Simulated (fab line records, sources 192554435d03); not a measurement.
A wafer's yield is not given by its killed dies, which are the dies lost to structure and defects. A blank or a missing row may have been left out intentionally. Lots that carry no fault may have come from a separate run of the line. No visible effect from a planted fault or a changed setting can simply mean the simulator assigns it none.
Chamber matching -- flow n5 finfet -- cmp-03 running N5_PMOS_HMC_CHANNEL_EPI_CMP_21: 4 sister chambers
The step polishes SiGe30, target thk 54 nm. 4 wafers are shown with their chamber, then 7 later ones without.

## EACH WAFER AND ITS CHAMBER
wafer,chamber,motor current A (A)
L086.1,1,12.6
L086.3,0,10.9
L087.2,3,13.2
L087.5,2,13.6

## WAFERS MISSING THEIR CHAMBER
wafer,motor current A (A)
L087.6,12.2
L089.1,13.4
L089.3,13.3
L089.5,11.4
L094.1,10.8
L094.5,12.3
L094.6,13.8

## THE CHAMBER EACH PASSED THROUGH
wafer,from the rows above,in truth
L087.6,1,1
L089.1,can't be placed: 2 or 3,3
L089.3,can't be placed: 3 or 2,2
L089.5,0,0
L094.1,0,0
L094.5,1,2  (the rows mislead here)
L094.6,can't be placed: 2 or 3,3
Correctly placed: 3 of 7. From these rows, 3 cannot be placed; in 3 the true chamber is one of the candidates. Placed wrongly: 1.
How it was worked out, from the rows above alone: a wafer's distance from a chamber is the root of the sum, over the readings, of the square of ((its reading less the chamber's mean) divided by the reading's scatter). If the next closest chamber is less than 2 further off than the closest, the wafer can't be placed; otherwise it belongs to the closest. The mean given for a chamber averages the wafers shown for that chamber. The scatter: root of mean squared gap, hidden wafer to nearest shown wafer, with one shown wafer a chamber.
